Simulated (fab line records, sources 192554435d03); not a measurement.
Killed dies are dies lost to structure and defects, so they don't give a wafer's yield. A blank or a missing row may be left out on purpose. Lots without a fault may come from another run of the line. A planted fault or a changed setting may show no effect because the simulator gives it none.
Chamber matching | flow n5_finfet | N5_SDB_ETCH_18 on rie_diel-05: 4 sister chambers
The step etches SOC in N2/H2, target depth 100 nm, overetch 20 nm, time 150 s. 4 wafers are shown with their chamber, then 7 later ones without.

WAFERS WITH THEIR CHAMBER
wafer  | chamber | throttle_valve_pct (%)
L078.5 | 3       | 18.33
L079.2 | 0       | 17.81
L084.2 | 2       | 17.67
L084.3 | 1       | 17.61

WAFERS WITHOUT THEIR CHAMBER
wafer  | throttle_valve_pct (%)
L084.4 | 18.36
L088.2 | 17.72
L088.4 | 17.84
L088.5 | 17.63
L095.3 | 17.67
L095.5 | 17.65
L095.6 | 17.87

WHICH CHAMBER EACH WENT THROUGH
wafer  | from the rows above          | in truth
L084.4 | 3                            | 3
L088.2 | can't be placed: 2 or 0 or 1 | 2
L088.4 | 0                            | 0
L088.5 | can't be placed: 1 or 2      | 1
L095.3 | can't be placed: 2 or 1      | 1
L095.5 | can't be placed: 2 or 1      | 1
L095.6 | 0                            | 0
Placed correctly: 3 of 7. Can't be placed from these rows: 4 (the true chamber is among the candidates in 4). Placed wrongly: 0.
How it was worked out, from the rows above alone: a wafer's distance from a chamber is the root of the sum, over the readings, of the square of ((its reading less the chamber's mean) divided by the reading's scatter). The wafer belongs to the nearest chamber; if the next one is less than 2 further off, it can't be placed. A chamber's mean is the mean of its shown wafers. The scatter: with one shown wafer a chamber, the root of the mean of the squares of how far each hidden wafer lies from its nearest shown one.
